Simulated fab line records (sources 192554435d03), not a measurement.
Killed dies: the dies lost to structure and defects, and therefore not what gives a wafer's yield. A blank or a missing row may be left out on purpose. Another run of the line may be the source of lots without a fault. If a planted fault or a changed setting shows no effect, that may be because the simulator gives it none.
Matching of chambers | flow n5Finfet | N5_BEOL_M4_ILD_DEP_00 on pecvd-04: 3 sister chambers
The step deposits SiOC from DEMS/O2, target thk 79 nm, time 15.3 s. 3 wafers are shown with their chamber, then 10 later ones without.

WAFERS PAIRED WITH THEIR CHAMBERS
wafer  | chamber | showerheadVppV (V)
L088.3 | 0       | 1484
L091.1 | 2       | 1338
L091.4 | 1       | 1347

WAFERS MISSING THEIR CHAMBER
wafer  | showerheadVppV (V)
L091.5 | 1467
L092.1 | 1481
L092.4 | 1375
L092.5 | 1454
L093.1 | 1331
L093.4 | 1325
L093.6 | 1357
L094.1 | 1460
L094.5 | 1479
L094.6 | 1371

WHICH CHAMBER EACH WENT THROUGH
wafer  | from the rows above     | in truth
L091.5 | 0                       | 0
L092.1 | 0                       | 0
L092.4 | can't be placed: 1 or 2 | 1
L092.5 | 0                       | 0
L093.1 | can't be placed: 2 or 1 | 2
L093.4 | can't be placed: 2 or 1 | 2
L093.6 | can't be placed: 1 or 2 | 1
L094.1 | 0                       | 0
L094.5 | 0                       | 0
L094.6 | can't be placed: 1 or 2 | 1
Placed correctly: 5 of 10. Not placeable from these rows: 5 (in 5, the candidates include the true chamber). Wrongly placed: 0.
How it was worked out, from the rows above alone: a wafer's distance from a chamber is the root of the sum, over the readings, of the square of ((its reading less the chamber's mean) divided by the reading's scatter). The wafer belongs to the nearest chamber; if the next one is less than 2 further off, it can't be placed. Each chamber's mean is taken over the wafers shown for it. The scatter (one wafer shown for each chamber): square how far every hidden wafer sits from the nearest shown wafer, average those squares and take the square root.
